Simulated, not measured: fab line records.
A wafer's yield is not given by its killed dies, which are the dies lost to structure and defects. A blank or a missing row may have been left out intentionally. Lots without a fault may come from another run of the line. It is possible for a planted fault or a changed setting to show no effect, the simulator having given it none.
Problem report, 8D (eight disciplines) form, completed by code || flow nand-harc || the parts of the form that need people (team, actions taken, sign-off) are left out

== 1. WHAT IS WRONG ==
Mean of rf-fwd-power-W at NHARC_THIN_TSV_ETCHBACK_48: 838.9 W across 6 wafers in 2 lots; on wafers with no fault it is 599.2 W (standard deviation 1.9). That is +99 or more standard deviations from the usual mean.
The step: etches the open film in C4F8/Ar, target depth 1028.5 nm, time 405.17 s.
Seen first at day 30 00:10 on rie-diel-12, wafer L458.2. The record holds 36 wafers of 12 lots with a number at this step. The rule behind "out" and "out of limits": a value lying over 4 standard deviations away from the usual mean. All remaining wafers that have a number are taken as sound.

== 2. WHAT IT IS, WHAT IT ISN'T ==
{"question": "which readings at this step", "is": "rf-fwd-power-W, oes-product-au", "is not": "rf-vpp-V"}
{"question": "which lots", "is": "L458, L461", "is not": "L445, L446, L449, L450, L452, L455, L456, L457, L459, L464"}
{"question": "which wafers of those lots", "is": "all that have a number", "is not": "-"}
{"question": "read on which tools", "is": "rie-diel-12", "is not": "rie-diel-04, rie-diel-13"}
{"question": "when", "is": "from day 30 00:10", "is not": "up to then (24 sound wafers); but 6 sound wafers of L459, L464 came after"}

== 3. WHAT RULES OUT EACH SUSPECT ==
Counting: a tool at a process step up to the reading stays a suspect if it ran every lot that is out and no sound lot after the first of them.
- rie-diel-13 at NHARC_THIN_TSV_ETCH_44 (etches the open film in CF4/O2, target depth 1594.2 nm, time 797.1 s): kept. Every lot that is out went through it, starting with L458 (day 29 22:17), and after that it ran no sound lot; the last sound lot it ran before then is L456 (day 29 00:07).
- rie-diel-12 at NHARC_THIN_TSV_ETCHBACK_48 (etches the open film in C4F8/Ar, target depth 1028.5 nm, time 405.17 s): kept. Every lot that is out went through it, starting with L458 (day 30 00:10), and after that it ran no sound lot; the last sound lot it ran before then is L455 (day 29 07:17). On those wafers its own readings are out: oes-product-au, rf-fwd-power-W.
After counting, rie-diel-13 at NHARC_THIN_TSV_ETCH_44 and rie-diel-12 at NHARC_THIN_TSV_ETCHBACK_48 remain.

== 4. THE CAUSE (what the simulator had put in) ==
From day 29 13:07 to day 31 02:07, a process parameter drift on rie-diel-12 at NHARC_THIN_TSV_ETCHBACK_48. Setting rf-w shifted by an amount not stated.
Counting leaves 2 suspects; this tool is one of them.

== 5. THE CHAIN OF EFFECTS, in route order ==
Each row: a reading where the mean over the struck wafers with a number is more than 3 standard deviations away from the usual. Readings are gone through only where the record gives a usual standard deviation; hours: the median, over the lots, of the time from a lot's start at the first step in this table giving one to that lot's start at this step; sigmas: the change measured in usual standard deviations.
{"hours": 0, "step": "NHARC_THIN_TSV_ETCHBACK_48", "reading": "oes-product-au", "usual": "0.94 a.u.", "on struck wafers": 1.19, "change": "+0.25", "sigmas": "+8.0"}
{"hours": 0, "step": "NHARC_THIN_TSV_ETCHBACK_48", "reading": "rf-fwd-power-W", "usual": "599.2 W", "on struck wafers": 838.9, "change": "+239.7", "sigmas": "+99 or more"}
Process steps it contains:
- NHARC_THIN_TSV_ETCHBACK_48: etches the open film in C4F8/Ar, target depth 1028.5 nm, time 405.17 s.
At these later measuring or inspecting steps, every struck wafer for which the step has a row has a number for every such reading, and none has moved that far: NHARC_END_SORT_01.

== 6. WHAT WOULD HAVE CAUGHT IT SOONER ==
In this record no reading fell out of limits until day 30 00:10, 11 hours after the fault had begun at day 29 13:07.
